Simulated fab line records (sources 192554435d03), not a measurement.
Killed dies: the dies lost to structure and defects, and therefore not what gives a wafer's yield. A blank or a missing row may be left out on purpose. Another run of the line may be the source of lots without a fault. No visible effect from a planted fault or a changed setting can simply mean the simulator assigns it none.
Split-lot study | flow n5Finfet | on a route of 1938 steps: 7 lots, 21 wafers read

SPLIT DETAILS
At N5_PMOS_HMC_CHANNEL_EPI_PEB_07 (peb time 60 s), the setting pebTempC was moved away from the recipe's 110 C on 7 of the 21 wafers read, by -2.7% to +2.9%. The other wafers ran this setting at the recipe's value.

FROM SPLIT TO READING: 1 step shown by the file between the two
- N5_PMOS_HMC_CHANNEL_EPI_DEVELOP_08: develop time 30 s (also split here: developTimeS)

THE READING
At N5_PMOS_HMC_CHANNEL_EPI_CD_MEAS_09: cdNm in nanometres, against a target cd of 237.4 nm. On this fab line, fault-free wafers typically give 237.7 nm with a standard deviation of 0.82 nm.

wafer  | tool, chamber at the split | pebTempC as run, C | against the recipe | cdNm, nm | against lot-mates on the recipe
L076.2 | lithoTrack-04, 0           | 110                | recipe             | 238.0    | -
L076.4 | lithoTrack-04, 0           | 107                | -2.7%              | 226.6    | -11.4
L076.5 | lithoTrack-04, 0           | 107                | -2.7%              | 227.6    | -10.4
L082.1 | lithoTrack-03, 0           | 110                | recipe             | 237.5    | -
L082.2 | lithoTrack-03, 0           | 110                | recipe             | 236.8    | -
L082.3 | lithoTrack-03, 0           | 113.2              | +2.9%              | 247.3    | +10.2
L086.2 | lithoTrack-04, 0           | 110                | recipe             | 238.5    | -
L086.5 | lithoTrack-04, 0           | 110                | recipe             | 237.7    | -
L086.6 | lithoTrack-04, 0           | 110                | recipe             | 237.8    | -
L087.2 | lithoTrack-04, 0           | 110                | recipe             | 237.4    | -
L087.3 | lithoTrack-04, 0           | 110                | recipe             | 236.8    | -
L087.6 | lithoTrack-04, 0           | 110                | recipe             | 238.0    | -
L088.4 | lithoTrack-03, 0           | 110                | recipe             | 238.1    | -
L088.5 | lithoTrack-03, 0           | 110                | recipe             | 238.3    | -
L088.6 | lithoTrack-03, 0           | 110                | recipe             | 239.0    | -
L089.1 | lithoTrack-05, 0           | 108.5              | -1.4%              | 230.5    | -5.2
L089.5 | lithoTrack-05, 0           | 110                | recipe             | 235.7    | -
L089.6 | lithoTrack-05, 0           | 108.5              | -1.4%              | 231.1    | -4.6
L091.3 | lithoTrack-04, 0           | 108.1              | -1.7%              | 231.5    | -6.2
L091.4 | lithoTrack-04, 0           | 108.1              | -1.7%              | 230.2    | -7.5
L091.5 | lithoTrack-04, 0           | 110                | recipe             | 237.7    | -

FIT RESULTS
A straight line over all 21 wafers: cdNm changes by +3.8 nm for each +1% of pebTempC; r = +0.98; the points scatter about the line by 0.94 nm.
The same after taking each lot's own level away (the mean of its wafers on the recipe; 21 wafers): +3.79 nm for each +1%; r = +0.99; scatter 0.5 nm.
According to that fit, moving pebTempC by its largest amount changes the reading by 11 nm.
Across the lots, their own levels run from 235.70 to 238.47 nm, a range of 3.4 times the standard deviation given above.
The two slopes agree, so the slope changes little with the lot-to-lot level.
Check: +11.5 nm against its lot-mates is what the line predicts for one of the wafers moved furthest among these (+2.9%) when that wafer is left out of the fit. It came out at +10.2 nm against them.

THE OTHER SPLITS THESE WAFERS WENT THROUGH
These wafers also went through other splits before the reading. Each is held against what the fit with the lots' levels taken away leaves over:
other split on the same wafers                  | wafers away from the commonest value | r with cdNm (lot level and that fit taken away)
N5_WELL_APT_COAT_02 spinRpm                     | 3                                    | +0.34
N5_WELL_APT_EXPOSE_05 doseMj                    | 4                                    | -0.11
N5_PMOS_HMC_CHANNEL_EPI_DEVELOP_08 developTimeS | 7                                    | +0.27

THE WHOLE CHAIN: every reading that the file lists as answering this split, in the file's order
step                               | what it does                                                           | reading                                                                    | change (the file's fit)              | r (the file's)
N5_PMOS_HMC_CHANNEL_EPI_CD_MEAS_09 | target cd 237.4 nm                                                     | cdNm                                                                       | +3.74 nm for each +1% of the setting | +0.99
N5_PMOS_HMC_CHANNEL_EPI_DESCUM_14  | chemistry O2, time 7.9 s                                               | PMOS_HMC_CHANNEL_EPI.cdNm (the simulator's own value, which no gauge read) | +3.72 nm for each +1% of the setting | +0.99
N5_PMOS_HMC_CHANNEL_EPI_ETCH_32    | etches BARC in N2/H2, stops on SiO2, target depth 85.8 nm, time 50.3 s | PMOS_HMC_CHANNEL_EPI.cdNm (the simulator's own value, which no gauge read) | +3.87 nm for each +1% of the setting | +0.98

FILE'S OWN FIT
cdNm changes by +3.74 nm for each +1% of pebTempC, r = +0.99.
